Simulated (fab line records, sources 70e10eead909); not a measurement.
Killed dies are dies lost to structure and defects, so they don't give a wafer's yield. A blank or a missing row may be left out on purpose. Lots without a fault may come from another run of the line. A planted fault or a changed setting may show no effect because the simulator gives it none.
Which tool did it? | flow nand_harc | 24 lots, 72 wafers sampled, at 6 steps of a route of 1159

WHAT THE GAUGES READ, wafer by wafer
NHARC_A_CONTACT_OVL_MEAS_43.
lot  | measured     | on         | overlay_x_nm (nm) | overlay_y_nm (nm)
L074 | day 16 07:49 | overlay-01 | 0.1 0.1 -0.2      | 0.2 0.2 -0.1
L075 | day 16 15:44 | overlay-01 | -0.6 -0.8 -1.0    | 0.6 0.9 1.4
L078 | day 16 18:55 | overlay-02 | 0.2 0.1 0.0       | 1.2 1.4 1.1
L076 | day 16 22:33 | overlay-01 | 0.7 0.9 0.4       | -0.2 0.2 -0.4
L077 | day 17 00:28 | overlay-02 | -1.1 -0.4 -0.4    | 0.4 0.0 0.5
L080 | day 18 07:45 | overlay-01 | 1.9 2.0 1.8       | 0.5 0.8 1.0
L081 | day 18 08:15 | overlay-01 | -1.3 -1.4 -2.0    | 0.5 -0.1 0.4
L082 | day 18 13:30 | overlay-02 | 0.4 0.3 0.3       | 0.4 0.4 0.9
L083 | day 18 13:55 | overlay-01 | -0.4 -0.2 -0.2    | -0.5 -0.5 -1.1
L079 | day 18 17:47 | overlay-01 | 0.8 0.2 -0.3      | 0.6 0.5 -0.1
L084 | day 18 19:49 | overlay-01 | 0.8 0.5 0.9       | 0.5 0.4 0.2
L087 | day 19 03:47 | overlay-02 | 0.4 0.3 0.7       | -0.6 -0.7 -0.1
L086 | day 19 06:01 | overlay-01 | 0.5 0.0 -0.4      | -0.8 -0.9 -0.5
L085 | day 20 04:28 | overlay-01 | 0.8 0.6 0.8       | -0.8 0.1 -0.5
L091 | day 20 09:12 | overlay-02 | 0.2 0.0 -0.6      | 0.0 0.0 0.4
L088 | day 20 11:29 | overlay-01 | 1.0 1.0 0.8       | -1.7 -2.3 -1.8
L090 | day 20 16:18 | overlay-02 | 1.4 1.3 0.9       | 0.6 0.7 1.1
L089 | day 20 16:35 | overlay-01 | 1.3 0.9 0.9       | -1.0 -1.0 -1.1
L092 | day 21 04:37 | overlay-02 | -1.6 -0.4 -1.0    | -0.5 -0.2 -0.5
L093 | day 21 10:51 | overlay-01 | -0.3 0.5 0.1      | 0.0 0.6 0.0
L094 | day 21 23:32 | overlay-02 | 0.7 0.5 1.0       | 0.2 0.0 0.5
L095 | day 21 23:42 | overlay-01 | -1.3 -1.0 -1.0    | -0.8 -0.8 -1.1
L096 | day 22 05:13 | overlay-02 | -0.5 -0.4 0.1     | 0.4 -0.5 -0.1
L097 | day 22 05:26 | overlay-01 | -0.4 0.4 -0.2     | -0.2 -0.3 0.1

NHARC_A_CONTACT_CD_MEAS_80.
lot  | measured     | on        | cd_nm (nm)
L074 | day 16 22:05 | cd_sem-01 | 189.3 188.5 189.0
L075 | day 17 04:27 | cd_sem-01 | 190.6 189.4 190.2
L078 | day 17 05:51 | cd_sem-02 | 188.6 188.8 189.9
L076 | day 17 09:18 | cd_sem-03 | 188.4 188.9 189.3
L077 | day 17 12:25 | cd_sem-01 | 190.0 189.5 190.4
L080 | day 18 19:25 | cd_sem-02 | 191.0 190.7 190.8
L081 | day 18 19:57 | cd_sem-01 | 188.9 189.7 188.5
L082 | day 19 02:19 | cd_sem-01 | 190.2 189.8 189.8
L083 | day 19 03:21 | cd_sem-02 | 190.0 189.5 189.5
L079 | day 19 06:55 | cd_sem-02 | 190.2 190.1 190.7
L084 | day 19 09:25 | cd_sem-01 | 187.3 187.8 187.0
L087 | day 19 16:06 | cd_sem-01 | 189.9 189.7 189.3
L086 | day 19 17:02 | cd_sem-01 | 189.7 190.2 189.9
L085 | day 20 16:04 | cd_sem-02 | 190.6 190.6 190.7
L091 | day 20 20:38 | cd_sem-03 | 189.7 189.7 190.3
L088 | day 20 23:33 | cd_sem-01 | 190.9 189.4 190.0
L090 | day 21 05:40 | cd_sem-01 | 189.8 190.0 189.9
L089 | day 21 06:57 | cd_sem-03 | 189.4 189.8 190.4
L092 | day 21 17:22 | cd_sem-02 | 189.7 190.6 190.5
L093 | day 21 22:10 | cd_sem-01 | 188.5 188.7 188.6
L094 | day 22 11:23 | cd_sem-03 | 189.2 190.7 189.8
L095 | day 22 12:31 | cd_sem-01 | 188.2 188.3 189.1
L096 | day 22 16:07 | cd_sem-01 | 189.1 188.8 188.9
L097 | day 22 16:43 | cd_sem-01 | 189.7 190.0 189.7

WHICH TOOL RAN EACH LOT (tool, then ch and the chambers of the sampled wafers, then the start)
lot  | NHARC_A_CONTACT_DEP_24          | NHARC_A_CONTACT_DEP_28        | NHARC_A_CONTACT_ETCH_127             | NHARC_A_CONTACT_ETCH_133
L074 | pecvd-02 ch 0,1, day 16 03:23   | acl_dep-03 ch 0, day 16 05:29 | har_cap_etch-03 ch 0,1, day 16 20:29 | har_cap_etch-03 ch 0,1, day 16 21:23
L075 | pecvd-04 ch 0,2, day 16 09:25   | acl_dep-03 ch 0, day 16 12:45 | har_cap_etch-02 ch 0,1, day 17 02:51 | har_cap_etch-02 ch 0,1, day 17 03:43
L078 | pecvd-02 ch 1,2, day 16 11:29   | acl_dep-03 ch 0, day 16 15:57 | har_cap_etch-03 ch 0,1, day 17 04:11 | har_cap_etch-03 ch 0,1, day 17 05:02
L076 | pecvd-02 ch 0,1, day 16 13:37   | acl_dep-01 ch 0, day 16 19:56 | har_cap_etch-01 ch 0,1, day 17 07:40 | har_cap_etch-01 ch 0,1, day 17 08:31
L077 | pecvd-01 ch 1,2, day 16 17:15   | acl_dep-02 ch 0, day 16 21:08 | har_cap_etch-03 ch 0,1, day 17 10:47 | har_cap_etch-03 ch 0,1, day 17 11:38
L080 | pecvd-04 ch 1,2, day 18 04:05   | acl_dep-01 ch 0, day 18 05:04 | har_cap_etch-02 ch 1, day 18 17:40   | har_cap_etch-02 ch 1, day 18 18:31
L081 | pecvd-01 ch 1,2, day 18 04:21   | acl_dep-02 ch 0, day 18 05:14 | har_cap_etch-03 ch 0,1, day 18 18:17 | har_cap_etch-03 ch 0,1, day 18 19:08
L082 | pecvd-04 ch 0,1,2, day 18 08:46 | acl_dep-01 ch 0, day 18 10:36 | har_cap_etch-03 ch 0,1, day 19 00:38 | har_cap_etch-03 ch 0,1, day 19 01:30
L083 | pecvd-01 ch 0,1, day 18 09:00   | acl_dep-03 ch 0, day 18 10:56 | har_cap_etch-01 ch 0,1, day 19 01:35 | har_cap_etch-01 ch 0,1, day 19 02:27
L079 | pecvd-02 ch 0,2, day 18 13:10   | acl_dep-01 ch 0, day 18 15:29 | har_cap_etch-01 ch 0,1, day 19 05:19 | har_cap_etch-01 ch 0,1, day 19 06:13
L084 | pecvd-04 ch 0,1,2, day 18 15:13 | acl_dep-01 ch 0, day 18 17:40 | har_cap_etch-03 ch 0,1, day 19 07:27 | har_cap_etch-03 ch 0,1, day 19 08:39
L087 | pecvd-04 ch 0,2, day 18 21:04   | acl_dep-01 ch 0, day 19 00:46 | har_cap_etch-02 ch 0,1, day 19 14:12 | har_cap_etch-02 ch 0,1, day 19 15:22
L086 | pecvd-02 ch 0,2, day 19 01:16   | acl_dep-02 ch 0, day 19 02:58 | har_cap_etch-01 ch 0,1, day 19 15:21 | har_cap_etch-01 ch 0,1, day 19 16:12
L085 | pecvd-02 ch 0,1, day 19 22:41   | acl_dep-01 ch 0, day 20 01:23 | har_cap_etch-01 ch 0,1, day 20 14:24 | har_cap_etch-01 ch 0,1, day 20 15:15
L091 | pecvd-04 ch 1,2, day 20 04:31   | acl_dep-01 ch 0, day 20 06:31 | har_cap_etch-02 ch 0,1, day 20 19:01 | har_cap_etch-02 ch 0,1, day 20 19:53
L088 | pecvd-02 ch 0,1,2, day 20 07:58 | acl_dep-01 ch 0, day 20 09:19 | har_cap_etch-03 ch 0,1, day 20 21:56 | har_cap_etch-03 ch 0,1, day 20 22:50
L090 | pecvd-04 ch 0,1, day 20 12:48   | acl_dep-02 ch 0, day 20 13:25 | har_cap_etch-02 ch 0,1, day 21 04:02 | har_cap_etch-02 ch 0,1, day 21 04:53
L089 | pecvd-02 ch 0,1,2, day 20 13:08 | acl_dep-01 ch 0, day 20 14:39 | har_cap_etch-03 ch 0,1, day 21 05:22 | har_cap_etch-03 ch 0,1, day 21 06:17
L092 | pecvd-04 ch 1,2, day 20 22:16   | acl_dep-02 ch 0, day 21 01:52 | har_cap_etch-03 ch 1, day 21 15:43   | har_cap_etch-03 ch 1, day 21 16:34
L093 | pecvd-01 ch 0,1,2, day 21 05:16 | acl_dep-03 ch 0, day 21 08:16 | har_cap_etch-02 ch 0,1, day 21 20:29 | har_cap_etch-02 ch 0,1, day 21 21:20
L094 | pecvd-02 ch 0,1,2, day 21 19:59 | acl_dep-03 ch 0, day 21 20:31 | har_cap_etch-01 ch 0,1, day 22 09:46 | har_cap_etch-01 ch 0,1, day 22 10:37
L095 | pecvd-01 ch 1,2, day 21 19:59   | acl_dep-01 ch 0, day 21 20:58 | har_cap_etch-03 ch 0,1, day 22 10:51 | har_cap_etch-03 ch 0,1, day 22 11:42
L096 | pecvd-01 ch 1,2, day 22 01:26   | acl_dep-03 ch 0, day 22 02:18 | har_cap_etch-02 ch 0,1, day 22 14:30 | har_cap_etch-02 ch 0,1, day 22 15:23
L097 | pecvd-04 ch 0,1,2, day 22 01:59 | acl_dep-02 ch 0, day 22 03:37 | har_cap_etch-01 ch 0,1, day 22 14:55 | har_cap_etch-01 ch 0,1, day 22 15:49
- NHARC_A_CONTACT_DEP_24: deposits SiO2, target thk 500 nm.
- NHARC_A_CONTACT_DEP_28: deposits aC, target thk 3600 nm.
- NHARC_A_CONTACT_ETCH_127: etches the open film in C4F8/O2/Ar, time 155 s, target depth 956 nm.
- NHARC_A_CONTACT_ETCH_133: etches the open film in C4F8/O2/Ar, time 195 s, target depth 840 nm.

WHAT THE TOOLS THEMSELVES READ (means of the sampled wafers that have a number; where no wafer has one, the mark that the record gives instead)
NHARC_A_CONTACT_DEP_24.
lot  | tool     | chamber_pressure_Torr (Torr) | heater_power_w (W) | throttle_valve_pct (%)
L074 | pecvd-02 | 6.496                        | 545                | 16.3
L075 | pecvd-04 | 6.477                        | 470                | 15.7
L078 | pecvd-02 | 6.504                        | 512                | 15.3
L076 | pecvd-02 | 6.513                        | 596                | 16.5
L077 | pecvd-01 | 6.500                        | 633                | 15.9
L080 | pecvd-04 | 6.503                        | 488                | 15.8
L081 | pecvd-01 | 6.493                        | 661                | 15.8
L082 | pecvd-04 | 6.503                        | 470                | 15.8
L083 | pecvd-01 | 6.502                        | 558                | 15.5
L079 | pecvd-02 | 6.490                        | 497                | 15.5
L084 | pecvd-04 | 6.515                        | 480                | 15.8
L087 | pecvd-04 | 6.505                        | 425                | 16.0
L086 | pecvd-02 | 6.496                        | 538                | 16.3
L085 | pecvd-02 | 6.479                        | 553                | 16.5
L091 | pecvd-04 | 6.502                        | 534                | 16.0
L088 | pecvd-02 | 6.498                        | 550                | 16.0
L090 | pecvd-04 | 6.509                        | 417                | 15.8
L089 | pecvd-02 | 6.496                        | 575                | 16.1
L092 | pecvd-04 | 6.496                        | 481                | 15.8
L093 | pecvd-01 | 6.494                        | 649                | 15.6
L094 | pecvd-02 | 6.485                        | 526                | 16.0
L095 | pecvd-01 | 6.502                        | 659                | 15.7
L096 | pecvd-01 | 6.506                        | 652                | 15.7
L097 | pecvd-04 | 6.494                        | 449                | 16.1

NHARC_A_CONTACT_DEP_28.
lot  | tool       | throttle_valve_pct (%)
L074 | acl_dep-03 | 35.000
L075 | acl_dep-03 | 34.995
L078 | acl_dep-03 | 35.001
L076 | acl_dep-01 | 35.002
L077 | acl_dep-02 | 35.006
L080 | acl_dep-01 | 35.008
L081 | acl_dep-02 | 34.999
L082 | acl_dep-01 | 35.004
L083 | acl_dep-03 | 35.005
L079 | acl_dep-01 | 35.002
L084 | acl_dep-01 | 35.007
L087 | acl_dep-01 | 35.001
L086 | acl_dep-02 | 34.992
L085 | acl_dep-01 | 35.003
L091 | acl_dep-01 | 35.005
L088 | acl_dep-01 | 35.013
L090 | acl_dep-02 | 34.997
L089 | acl_dep-01 | 34.996
L092 | acl_dep-02 | 35.002
L093 | acl_dep-03 | 34.997
L094 | acl_dep-03 | 34.999
L095 | acl_dep-01 | 35.002
L096 | acl_dep-03 | 34.999
L097 | acl_dep-02 | 34.998

THE ANSWER, worked out from the rows above alone
Rule: what is usual is taken from the lots themselves. Put in order of their means at a reading, lots are off if they are a third of the lots or fewer, leave a main group of 4 or more, and stand apart from it by a gap of 3 or more times the standard deviation of the main group's means; of several such gaps the widest counts. A main group whose means are all the same, to the digits that the tables above print for the reading, isn't used. A lot without any number at a reading at which 4 lots or more have one is off too. The other lots that the step has rows for count as sound. The gauges are gone through in route order, then the tools' own readings, and for those a lot's mean is taken as printed above. The first step at which some lot is off is used, and at that step the reading that is off furthest; a lot without a number counts as furthest.
No lot is off at any reading shown: from this, nothing can be told.

WHAT THE SIMULATOR HAD PUT IN
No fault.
